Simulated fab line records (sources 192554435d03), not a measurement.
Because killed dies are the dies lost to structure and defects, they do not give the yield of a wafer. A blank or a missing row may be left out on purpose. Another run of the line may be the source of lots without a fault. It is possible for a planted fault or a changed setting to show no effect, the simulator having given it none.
A struck lot beside a sound one    flow n5 finfet    15 steps out of a route of 1938
Sound: the wafers L168.1, L168.3, L168.6. Struck: wafer L161.6 (L161.2, L161.4, from the same lot, were not struck and are left out); the cause is given at the end.
Order at every step that has rows: each side's tool, ch and its chambers, its first start. Under that, the readings that differ: sound wafers    struck wafers    difference of the means    sigmas: that difference in standard deviations of wafers without a fault.
alike: same words and numbers on both sides, and readings whose means sit less than 2 such deviations apart. not compared: any withheld reading, any reading some wafer has no value for, any bound like >300 that may hide the same value, and any number with overlapping values for which the record gives no deviation.
Wherever a step has rows on one side only, a row that says differs or no value, or a row with sigmas, the two part there. Numbers that have no deviation but don't overlap get no sigmas and don't part them. A reading missing from all wafers of one side parts the sides only when that side holds two or more wafers.

N5_BEOL_M4_SPUTTER_92: material Cu, target thk 4.5 nm, time 8.29 s.
  sound on pvd sputter-02, day 13 10:59; struck on pvd sputter-02, day 11 19:59
  alike: substrate temp c, throttle valve pct
then, 2 steps without rows for these wafers: N5_BEOL_M4_ANNEAL_93 (time 240 s); N5_BEOL_M4_SPUTTER_94 (material Cu, target thk 4.5 nm, time 8.29 s).
N5_BEOL_M4_ANNEAL_95: time 240 s.
  sound on pvd sputter-02, day 13 11:17; struck on pvd sputter-02, day 11 20:17
  alike: heater power w
then, 3 steps without rows for these wafers: N5_BEOL_M4_SPUTTER_96 (material Cu, target thk 4.5 nm, time 8.29 s); N5_BEOL_M4_ECD_50 (material Cu, target thk 300 nm); N5_BEOL_M4_ANNEAL_51 (time 90 s).
N5_BEOL_M4_CMP_52: polishes, stops on SiOC, t overpolish 6.8 s, target thk 40 nm.
  sound on cmp-03 ch 1,2,3, day 13 11:59; struck on cmp-04 ch 2, day 11 21:44
  alike: barrier field endpoint s, clearing platen rpm, motor current A, overpolish run s, retaining ring pressure frac, time to endpoint s
N5_BEOL_M4_THK_MEAS_53: measures by xrf.
  sound on film metro-01, day 13 12:13; struck on film metro-02, day 11 21:59
  alike: M4_THK
N5_BEOL_M4_PRE_CLEAN_60: time 15 s.
  sound on cvd co-01 ch 0,1,2, day 13 12:14; struck on cvd co-02 ch 0, day 11 22:02
  alike: heater power w
N5_BEOL_M4_CO_CAP_55: material Co, precursor CCTBA/H2, target thk 2 nm, time 102.1 s.
  sound on cvd co-01 ch 0,1,2, day 13 12:17; struck on cvd co-02 ch 0, day 11 22:04
  alike: heater power w
then, 1 step without rows for these wafers: N5_BEOL_M4_PRE_CLEAN_56 (time 15 s).
N5_BEOL_M4_DEP_57: deposits SiCN from 3MS/NH3, target thk 8 nm, time 14 s.
  sound on pecvd-03 ch 1,2, day 13 12:24; struck on pecvd-01 ch 1, day 11 22:11
reading                                   sound    struck  difference  sigmas
model.SiCN_of_BEOL_M4_DEP_57.thk nm (nm)  8 7.8 8  3.4     -4.5        
  alike: showerhead plenum p Torr, throttle valve pct
N5_BEOL_M4_RS_MEAS_58: the measuring method here is four-point-probe.
  sound on film metro-02, day 13 12:28; struck on film metro-02, day 11 22:16
  alike: M4_RS
N5_BEOL_M4_RC_MEAS_101:
  sound on prober-01 ch 0, day 13 12:31; struck on prober-01 ch 0, day 11 22:28
reading         sound           struck  difference  sigmas
DIBL_N (mV/V)   35.7 38.5 37.6  43.3    +6.0        +3
IOFF_N (nA/um)  0.15 0.19 0.18  0.35    +0.18       +4
IOFF_P (nA/um)  0.20 0.26 0.24  0.41    +0.18       +3
ION_N (uA/um)   665 687 690     720     +39         +3
ION_P (uA/um)   462 470 468     493     +26         +3
SS_N (mV/dec)   71.9 72.2 72.0  73.3    +1.3        +2
SS_P (mV/dec)   72.8 74.0 74.0  75.6    +2.0        +3
VT_N (mV)       253 247 247     239     -10         -2
VT_P (mV)       -251 -245 -249  -240    +8          +2
  alike: DIBL_P

## WHERE THEY PART
Within this record, at N5_BEOL_M4_RC_MEAS_101 only.

WHY: the cause the simulator had injected
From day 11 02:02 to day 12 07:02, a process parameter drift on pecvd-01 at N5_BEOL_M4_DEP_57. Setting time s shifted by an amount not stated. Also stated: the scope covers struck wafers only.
